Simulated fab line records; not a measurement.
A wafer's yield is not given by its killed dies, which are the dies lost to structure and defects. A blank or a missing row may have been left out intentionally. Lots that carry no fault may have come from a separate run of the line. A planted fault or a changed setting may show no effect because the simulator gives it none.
Comparing a struck lot with a sound one || flow n5 finfet || 36 steps out of a route of 1938
Sound: the wafers L900.1, L900.5, L900.6. Struck: wafers L919.2, L919.3, L919.4. Last of all comes the cause.
Each step with rows lists, per side, the tool, then ch with its chambers, then its first start. Under that, the readings that differ: sound wafers || struck wafers || difference of the means || sigmas: that difference in standard deviations of wafers without a fault.
alike: words and numbers the same on both sides, and readings whose means are apart by under 2 such deviations; not compared: readings that were withheld, readings missing a value for some wafer, numbers with overlapping values and no deviation given by the record, and bounds like >300 which may hide the same value.
The two part at a step that has a row with sigmas, a row that says differs or no value, or rows on one side only. When numbers do not overlap yet have no deviation, they are printed without sigmas and do not part them. A reading that every wafer of one side lacks parts them only if that side has two wafers or more.

first, 9 steps without rows for these wafers: N5_WELL_APT_COAT_19 (resist thk 950 nm); N5_WELL_APT_EBR_21; N5_WELL_APT_SOFTBAKE_20 (time 60 s); N5_WELL_APT_EXPOSE_22 (exposes mask PWELL, defocus 0 nm, target cd 200 nm); N5_WELL_APT_PEB_23 (peb time 90 s); N5_WELL_APT_DEVELOP_24 (develop time 45 s); N5_WELL_APT_HARDBAKE_29 (time 120 s); N5_WELL_APT_DESCUM_30 (chemistry O2, time 7.9 s); N5_WELL_APT_IMPLANT_31.
N5_WELL_APT_IMPLANT_32:
  sound on implanter-02 ch 0, day 1 15:36; struck on implanter-02 ch 0, day 6 09:54
{"reading": "dose ions cm2", "sound": "2.0019e+13 1.9995e+13 1.9999e+13", "struck": "3.0489e+13 3.0509e+13 3.0487e+13", "difference": "+1.0491e+13", "sigmas": "+99 or more"}
{"reading": "faraday current uA", "sound": "248 247 253", "struck": "382 376 373", "difference": "+128", "sigmas": "+26"}
  alike: end station pressure torr
then, 25 steps without rows for these wafers: N5_WELL_APT_STRIP_33 (strips in SPM, time 900 s); N5_WELL_APT_RTA_34 (time 10 s); N5_WELL_APT_OXIDE_STRIP_42 (strips SiO2 in dHF, time 45 s, target depth 12 nm); N5_WELL_APT_PRECLEAN_36 (cleans in O3/DIW, time 45 s); N5_WELL_APT_PRECLEAN_39 (cleans in dHF, time 60 s); N5_WELL_APT_SRD_37 (time 30 s); N5_WELL_APT_EPI_41 (deposits Si from SiH4/H2, target thk 50 nm, time 297.7 s); N5_PMOS_HMC_CHANNEL_EPI_HM_DEP_34 (deposits SiO2 from TEOS/O2, target thk 36 nm, time 6.9 s); N5_PMOS_HMC_CHANNEL_EPI_COAT_31 (time 60 s, resist thk 66 nm); N5_PMOS_HMC_CHANNEL_EPI_COAT_03 (resist thk 205 nm); N5_PMOS_HMC_CHANNEL_EPI_EBR_05; N5_PMOS_HMC_CHANNEL_EPI_SOFTBAKE_04 (time 60 s); N5_PMOS_HMC_CHANNEL_EPI_EXPOSE_06 (exposes mask PMOS HMC BLK, target cd 240 nm); N5_PMOS_HMC_CHANNEL_EPI_PEB_07 (peb time 60 s); N5_PMOS_HMC_CHANNEL_EPI_DEVELOP_08 (develop time 30 s); N5_PMOS_HMC_CHANNEL_EPI_DESCUM_14 (chemistry O2, time 7.9 s); N5_PMOS_HMC_CHANNEL_EPI_ETCH_32 (etches BARC in N2/H2, stops on SiO2, target depth 85.8 nm, time 50.3 s); N5_PMOS_HMC_CHANNEL_EPI_HM_OPEN_15 (chemistry CHF3/O2, target SiO2, target depth 40.6 nm, time 20.3 s); N5_PMOS_HMC_CHANNEL_EPI_STRIP_33 (strips in N2/H2); N5_PMOS_HMC_CHANNEL_EPI_STRIP_17 (strips in SPM, time 750 s); N5_PMOS_HMC_CHANNEL_EPI_ETCH_38 (etches SiO2 in CF4, target depth 1.5 nm); N5_PMOS_HMC_CHANNEL_EPI_FIN_RECESS_16 (chemistry HBr/Cl2, target Si, target depth 54 nm, time 18 s); N5_PMOS_HMC_CHANNEL_EPI_PRECLEAN_36 (cleans in O3/DIW, time 45 s); N5_PMOS_HMC_CHANNEL_EPI_PRECLEAN_18 (cleans in DHF, time 30 s); N5_PMOS_HMC_CHANNEL_EPI_SRD_19 (time 30 s).
-- the record jumps here: 6 days lie between the struck wafers' starts before and after (it left off in module PMOS_HMC_CHANNEL_EPI and takes up again in module BEOL_M4, whose first step shown is number 1111 of the route) --
N5_BEOL_M4_RC_MEAS_101:
  sound on prober-01 ch 0, day 7 18:50; struck on prober-02 ch 0, day 12 12:16
{"reading": "CJ_N", "sound": "4.43 4.41 4.39", "struck": "5.43 5.41 5.42", "difference": "+1.01", "sigmas": "+12"}
{"reading": "IOFF_N_LONG (nA/um)", "sound": "5.56e-05 5.54e-05 5.52e-05", "struck": "6.97e-05 7e-05 6.95e-05", "difference": "+1.43e-05", "sigmas": "+6"}
{"reading": "RS_PWELL (ohm/sq)", "sound": "3006 3025 3050", "struck": "2941 2926 2930", "difference": -95, "sigmas": -4}
  alike: DIBL_N, DIBL_P, IOFF_N, IOFF_P, ION_N, ION_P, SS_N, SS_P, VT_N, VT_P

WHERE THEY PART
First at N5_WELL_APT_IMPLANT_32; last, within this record, at N5_BEOL_M4_RC_MEAS_101.

WHY: what had been put in by the simulator
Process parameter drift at N5_WELL_APT_IMPLANT_32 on implanter-02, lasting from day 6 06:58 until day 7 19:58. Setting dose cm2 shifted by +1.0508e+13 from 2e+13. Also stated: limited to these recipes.
